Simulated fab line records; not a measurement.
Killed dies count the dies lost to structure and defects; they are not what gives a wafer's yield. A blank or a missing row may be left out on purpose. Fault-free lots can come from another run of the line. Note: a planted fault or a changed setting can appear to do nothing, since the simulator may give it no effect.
Matching of chambers -- flow n5_finfet -- N5_HKMG_FIN_ALD_36 on ald_metal-02 has 4 sister chambers
The step deposits TiN, target thk 1 nm, pulse time 1 s, purge time 3 s. 8 wafers are shown with their chamber, then 9 later ones without.

## WAFERS WITH THEIR CHAMBER
wafer,chamber,heater_power_w (W),heater_power_outer_w (W)
L082.1,3,893,559
L082.5,2,911,590
L086.1,0,948,536
L086.2,2,949,577
L086.4,1,799,538
L090.1,1,794,535
L090.4,0,939,546
L090.5,3,907,581

## WAFERS WITHOUT THEIR CHAMBER
wafer,heater_power_w (W),heater_power_outer_w (W)
L094.1,809,524
L094.4,965,549
L094.5,907,577
L095.1,969,544
L095.4,935,579
L095.6,878,575
L096.3,783,529
L096.5,899,576
L096.6,907,573

## EACH ONE'S CHAMBER
wafer,from the rows above,in truth
L094.1,1,1
L094.4,0,0
L094.5,can't be placed: 3 or 2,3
L095.1,0,0
L095.4,can't be placed: 2 or 3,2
L095.6,3,3
L096.3,1,1
L096.5,can't be placed: 3 or 2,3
L096.6,can't be placed: 3 or 2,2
Correctly placed: 5 of 9. From these rows, 4 cannot be placed; in 4 the true chamber is one of the candidates. 0 placed wrongly.
How it was worked out, from the rows above alone: a wafer's distance from a chamber is the root of the sum, over the readings, of the square of ((its reading less the chamber's mean) divided by the reading's scatter). The wafer belongs to the nearest chamber; if the next one is less than 2 further off, it can't be placed. For every chamber, the mean is computed from those of its wafers that are shown. The scatter: the root of (the sum of the squares of (reading less its chamber's mean) over the shown wafers, divided by (wafers less chambers)).
